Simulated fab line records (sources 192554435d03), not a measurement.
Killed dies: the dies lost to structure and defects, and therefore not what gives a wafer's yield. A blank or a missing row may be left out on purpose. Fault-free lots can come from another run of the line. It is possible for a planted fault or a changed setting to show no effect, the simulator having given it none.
A sampling plan put to the test -- flow n5 finfet -- one fab line, 40 faults that these records tell of, each judged on the records of the lots that it struck; 1 more is left out, because the records don't allow judging it
The line's own looks make up the plan; these are the steps of the route where a gauge or inspection reads the wafer and leaves it unchanged. A look can be judged if struck wafers have a number there and the file gives its usual mean and standard deviation on fault-free wafers. Caught: 4 or more of those standard deviations (sigma) separate the usual mean from the mean of the struck wafers at a look after the fault's first step. On the tool: the identical test, applied to the tool's own readings at the steps of the fault. Also counted as caught: the struck wafers showing another recipe, or a record that is empty for them alone.

== THE FAULTS, as the simulator had put them in ==
1. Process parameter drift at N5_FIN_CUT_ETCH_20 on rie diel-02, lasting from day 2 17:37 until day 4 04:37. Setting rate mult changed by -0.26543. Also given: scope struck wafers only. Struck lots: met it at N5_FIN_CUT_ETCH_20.
2. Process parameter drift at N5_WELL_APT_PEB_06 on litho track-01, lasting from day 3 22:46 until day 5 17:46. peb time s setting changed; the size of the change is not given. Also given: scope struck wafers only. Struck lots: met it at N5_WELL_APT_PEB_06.
3. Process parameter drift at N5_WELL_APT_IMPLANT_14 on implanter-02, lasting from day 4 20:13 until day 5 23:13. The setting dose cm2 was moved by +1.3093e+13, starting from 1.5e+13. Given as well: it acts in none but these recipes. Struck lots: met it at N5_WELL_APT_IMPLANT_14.
4. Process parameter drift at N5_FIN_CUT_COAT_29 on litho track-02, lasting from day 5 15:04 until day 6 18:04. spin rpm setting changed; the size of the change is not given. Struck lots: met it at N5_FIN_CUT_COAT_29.
5. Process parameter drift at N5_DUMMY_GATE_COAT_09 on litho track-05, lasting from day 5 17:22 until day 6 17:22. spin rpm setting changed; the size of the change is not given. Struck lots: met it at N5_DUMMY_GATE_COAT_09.
6. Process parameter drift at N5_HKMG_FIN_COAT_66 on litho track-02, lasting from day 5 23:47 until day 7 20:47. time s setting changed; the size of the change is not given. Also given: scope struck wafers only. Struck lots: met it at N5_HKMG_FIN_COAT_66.
7. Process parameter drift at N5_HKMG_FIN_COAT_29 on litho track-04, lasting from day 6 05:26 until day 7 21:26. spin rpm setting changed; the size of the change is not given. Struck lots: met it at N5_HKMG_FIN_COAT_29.
8. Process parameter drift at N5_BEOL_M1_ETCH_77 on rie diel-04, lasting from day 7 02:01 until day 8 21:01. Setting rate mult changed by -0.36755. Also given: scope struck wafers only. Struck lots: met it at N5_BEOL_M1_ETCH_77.
9. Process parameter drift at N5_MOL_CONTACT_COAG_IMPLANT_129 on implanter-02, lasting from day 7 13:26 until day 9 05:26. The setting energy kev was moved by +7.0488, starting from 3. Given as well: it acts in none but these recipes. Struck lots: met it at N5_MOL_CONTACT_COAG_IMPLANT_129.
10. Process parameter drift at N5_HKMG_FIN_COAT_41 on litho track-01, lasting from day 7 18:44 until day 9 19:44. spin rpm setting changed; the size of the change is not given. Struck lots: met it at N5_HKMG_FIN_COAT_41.
11. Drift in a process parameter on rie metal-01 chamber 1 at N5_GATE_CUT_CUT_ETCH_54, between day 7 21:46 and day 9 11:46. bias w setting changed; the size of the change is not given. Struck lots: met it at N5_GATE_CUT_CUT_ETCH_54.
12. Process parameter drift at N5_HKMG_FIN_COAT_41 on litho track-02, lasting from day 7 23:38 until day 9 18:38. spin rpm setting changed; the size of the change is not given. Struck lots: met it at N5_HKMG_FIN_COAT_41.
13. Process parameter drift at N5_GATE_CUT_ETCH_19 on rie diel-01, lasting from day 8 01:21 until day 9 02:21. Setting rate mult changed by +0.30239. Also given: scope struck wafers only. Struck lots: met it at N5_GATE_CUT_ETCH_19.
14. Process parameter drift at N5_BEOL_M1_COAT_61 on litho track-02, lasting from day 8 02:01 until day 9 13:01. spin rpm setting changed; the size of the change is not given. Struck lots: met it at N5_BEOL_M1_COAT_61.
15. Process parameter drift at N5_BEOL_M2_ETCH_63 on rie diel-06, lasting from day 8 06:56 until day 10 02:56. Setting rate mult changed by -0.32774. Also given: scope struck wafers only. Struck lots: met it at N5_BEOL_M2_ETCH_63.
16. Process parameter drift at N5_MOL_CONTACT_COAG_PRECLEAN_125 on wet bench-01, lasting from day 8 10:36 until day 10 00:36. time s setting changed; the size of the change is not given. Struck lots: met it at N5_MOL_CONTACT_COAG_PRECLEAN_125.
17. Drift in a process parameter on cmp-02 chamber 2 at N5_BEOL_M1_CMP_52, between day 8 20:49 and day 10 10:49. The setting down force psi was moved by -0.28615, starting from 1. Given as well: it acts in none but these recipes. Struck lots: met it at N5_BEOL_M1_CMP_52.
18. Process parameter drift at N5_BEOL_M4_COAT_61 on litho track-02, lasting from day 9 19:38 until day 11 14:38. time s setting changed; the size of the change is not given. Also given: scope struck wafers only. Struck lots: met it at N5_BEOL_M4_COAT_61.
19. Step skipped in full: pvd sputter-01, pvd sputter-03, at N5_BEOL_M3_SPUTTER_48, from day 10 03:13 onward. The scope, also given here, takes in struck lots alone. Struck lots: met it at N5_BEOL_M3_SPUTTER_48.
20. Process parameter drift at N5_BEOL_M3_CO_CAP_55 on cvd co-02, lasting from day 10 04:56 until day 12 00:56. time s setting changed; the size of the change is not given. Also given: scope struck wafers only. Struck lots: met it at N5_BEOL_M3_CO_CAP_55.
21. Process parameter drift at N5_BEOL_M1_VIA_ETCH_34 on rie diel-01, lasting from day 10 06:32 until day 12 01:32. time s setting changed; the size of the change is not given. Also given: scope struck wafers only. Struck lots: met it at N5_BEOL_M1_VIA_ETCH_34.
22. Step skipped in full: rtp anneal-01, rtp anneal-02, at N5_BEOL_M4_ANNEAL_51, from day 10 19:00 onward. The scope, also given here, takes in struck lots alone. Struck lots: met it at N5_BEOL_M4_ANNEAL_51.
23. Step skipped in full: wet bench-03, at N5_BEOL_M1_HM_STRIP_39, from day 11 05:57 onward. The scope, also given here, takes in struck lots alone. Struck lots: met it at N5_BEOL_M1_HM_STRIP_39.
24. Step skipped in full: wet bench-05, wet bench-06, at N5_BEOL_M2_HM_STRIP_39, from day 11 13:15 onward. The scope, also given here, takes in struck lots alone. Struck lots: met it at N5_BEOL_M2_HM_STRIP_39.
25. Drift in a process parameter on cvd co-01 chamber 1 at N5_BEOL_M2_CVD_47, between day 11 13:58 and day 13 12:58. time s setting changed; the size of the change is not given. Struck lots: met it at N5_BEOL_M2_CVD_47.
26. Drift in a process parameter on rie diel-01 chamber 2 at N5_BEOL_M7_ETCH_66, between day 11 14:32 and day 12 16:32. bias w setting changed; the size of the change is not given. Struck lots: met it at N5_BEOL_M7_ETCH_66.
27. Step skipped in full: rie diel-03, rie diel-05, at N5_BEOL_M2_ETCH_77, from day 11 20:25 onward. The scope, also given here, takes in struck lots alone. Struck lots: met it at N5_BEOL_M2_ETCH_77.
28. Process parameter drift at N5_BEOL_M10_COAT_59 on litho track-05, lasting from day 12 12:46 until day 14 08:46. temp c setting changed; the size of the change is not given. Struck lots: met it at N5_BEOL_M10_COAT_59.
29. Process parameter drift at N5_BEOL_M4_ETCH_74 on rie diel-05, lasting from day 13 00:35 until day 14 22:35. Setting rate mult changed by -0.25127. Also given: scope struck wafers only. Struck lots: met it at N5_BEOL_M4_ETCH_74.
30. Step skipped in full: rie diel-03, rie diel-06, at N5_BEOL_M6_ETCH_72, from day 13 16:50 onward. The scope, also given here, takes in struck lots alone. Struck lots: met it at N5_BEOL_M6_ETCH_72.
31. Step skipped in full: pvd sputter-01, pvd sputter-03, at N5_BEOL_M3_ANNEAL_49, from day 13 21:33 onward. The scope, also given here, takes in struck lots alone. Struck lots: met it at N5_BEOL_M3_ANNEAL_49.
32. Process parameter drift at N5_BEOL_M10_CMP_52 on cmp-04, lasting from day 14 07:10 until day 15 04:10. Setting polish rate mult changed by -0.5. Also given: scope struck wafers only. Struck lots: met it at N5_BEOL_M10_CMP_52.
33. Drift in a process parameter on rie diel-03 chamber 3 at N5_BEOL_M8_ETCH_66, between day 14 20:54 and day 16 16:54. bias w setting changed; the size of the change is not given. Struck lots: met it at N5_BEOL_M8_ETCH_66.
34. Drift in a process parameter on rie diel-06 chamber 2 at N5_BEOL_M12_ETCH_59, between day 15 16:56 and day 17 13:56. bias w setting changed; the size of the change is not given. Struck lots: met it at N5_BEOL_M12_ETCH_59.
35. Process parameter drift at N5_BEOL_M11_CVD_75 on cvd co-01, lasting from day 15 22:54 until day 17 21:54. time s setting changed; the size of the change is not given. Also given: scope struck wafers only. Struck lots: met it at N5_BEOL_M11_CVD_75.
36. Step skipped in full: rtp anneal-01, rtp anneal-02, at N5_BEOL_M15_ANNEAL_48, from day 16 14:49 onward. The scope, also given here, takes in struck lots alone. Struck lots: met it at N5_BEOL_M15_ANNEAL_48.
37. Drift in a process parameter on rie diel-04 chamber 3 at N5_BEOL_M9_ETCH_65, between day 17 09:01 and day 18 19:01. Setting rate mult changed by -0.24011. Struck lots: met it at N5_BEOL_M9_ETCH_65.
38. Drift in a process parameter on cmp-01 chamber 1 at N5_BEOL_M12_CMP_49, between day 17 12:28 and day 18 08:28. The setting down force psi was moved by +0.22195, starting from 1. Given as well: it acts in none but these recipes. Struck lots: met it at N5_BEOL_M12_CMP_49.
39. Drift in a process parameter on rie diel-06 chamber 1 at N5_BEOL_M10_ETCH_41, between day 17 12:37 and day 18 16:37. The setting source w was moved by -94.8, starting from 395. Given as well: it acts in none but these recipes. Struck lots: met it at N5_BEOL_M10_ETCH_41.
40. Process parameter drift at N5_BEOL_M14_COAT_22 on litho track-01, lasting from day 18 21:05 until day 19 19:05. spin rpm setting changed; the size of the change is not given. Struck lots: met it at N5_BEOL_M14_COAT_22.

== WHAT THE PLAN SAW ==
fault,on the tool itself,first look that catches it,"reading, sigma",median hours from its first step to that look,hours from the fault's start to the first struck lot there,judged looks passed uncaught
1,etch rf on time s +20 sigma,no look after it can be judged,-,-,-,0
2,heater power total W +5.2 sigma,not the one look that can be judged after it,-,-,-,1
3,dose ions cm2 +99 or beyond sigma,no look after it can be judged,-,-,-,0
4,spin speed rpm +48 sigma,no look after it can be judged,-,-,-,0
5,spin speed rpm +77 sigma,not the one look that can be judged after it,-,-,-,1
6,run length s +18 sigma,no look after it can be judged,-,-,-,0
7,spin speed rpm +87 sigma,no look after it can be judged,-,-,-,0
8,etch rf on time s +37 sigma,not the one look that can be judged after it,-,-,-,1
9,beam energy keV +99 or beyond sigma,no look after it can be judged,-,-,-,0
10,spin speed rpm +99 or beyond sigma,no look after it can be judged,-,-,-,0
11,bias w +12 sigma,no look after it can be judged,-,-,-,0
12,spin speed rpm -99 or beyond sigma,no look after it can be judged,-,-,-,0
13,etch rf on time s -19 sigma,no look after it can be judged,-,-,-,0
14,spin speed rpm +33 sigma,not the one look that can be judged after it,-,-,-,1
15,etch rf on time s +33 sigma,not the one look that can be judged after it,-,-,-,1
16,only faintly: run length s +2.6 sigma,no look after it can be judged,-,-,-,0
17,head pressure psi -99 or beyond sigma,not the one look that can be judged after it,-,-,-,1
18,run length s -93 sigma,not the one look that can be judged after it,-,-,-,1
19,the tool's record is blank for the struck wafers,not the one look that can be judged after it,-,-,-,1
20,run length s -99 or beyond sigma,not the one look that can be judged after it,-,-,-,1
21,run length s +54 sigma,not the one look that can be judged after it,-,-,-,1
22,the tool's record is blank for the struck wafers,N5_BEOL_M4_RS_MEAS_58,M4_RS +4.2,0.8,13,0
23,no reading that can be judged,not the one look that can be judged after it,-,-,-,1
24,the tool's record is blank for the struck wafers,not the one look that can be judged after it,-,-,-,1
25,run length s -99 or beyond sigma,not the one look that can be judged after it,-,-,-,1
26,bias w -45 sigma,no look after it can be judged,-,-,-,0
27,the tool's record is blank for the struck wafers,not the one look that can be judged after it,-,-,-,1
28,plate temp C +19 sigma,no look after it can be judged,-,-,-,0
29,etch rf on time s +21 sigma,not the one look that can be judged after it,-,-,-,1
30,the tool's record is blank for the struck wafers,no look after it can be judged,-,-,-,0
31,the tool's record is blank for the struck wafers,not the one look that can be judged after it,-,-,-,1
32,overpolish run s -99 or beyond sigma,N5_BEOL_M10_THK_MEAS_53,M10_THK +44,0.3,2,0
33,bias w -66 sigma,no look after it can be judged,-,-,-,0
34,bias w +19 sigma,no look after it can be judged,-,-,-,0
35,run length s -5.3 sigma,no look after it can be judged,-,-,-,0
36,the tool's record is blank for the struck wafers,not the one look that can be judged after it,-,-,-,1
37,etch rf on time s +20 sigma,no look after it can be judged,-,-,-,0
38,head pressure psi +95 sigma,no look after it can be judged,-,-,-,0
39,rf fwd power W -67 sigma,no look after it can be judged,-,-,-,0
40,spin speed rpm -79 sigma,not the one look that can be judged after it,-,-,-,1
A dash: the fault isn't caught, or these records don't give the number.

Caught at a look: 2 of 40. Caught on the tool: 38 of 40. By one or the other: 38 of 40.
On the tool alone, faults 1, 2, 3, 4, 5, 6, 7, 8, 9, 10, 11, 12, 13, 14, 15, 17, 18, 19, 20, 21, 24, 25, 26, 27, 28, 29, 30, 31, 33, 34, 35, 36, 37, 38, 39, 40 were caught.
Caught by neither: faults 16, 23.

== THINNER SAMPLING ==
Were the look that catches a fault to measure just every second or every third lot (counted by lot number), the first struck lot would, at worst, be measured this late:
fault,"struck lots at that look, in order of time",every lot,every second lot,every third lot
22,"L105, L106",13 h,32 h,may miss all 2
32,L534,2 h,may miss it,may miss it
Hours count from the start of the fault until the first struck lot that is measured. The test against the limit of 4 sigma pooled every struck wafer, which means one lot taken alone may stay below that limit. Other struck lots may not be in these records.

== THE LONGEST TIMED WAY FROM STEP TO LOOK ==
Fault 22: a median of 0.8 hours passes between N5_BEOL_M4_ANNEAL_51 and N5_BEOL_M4_RS_MEAS_58. No look between them can be judged.
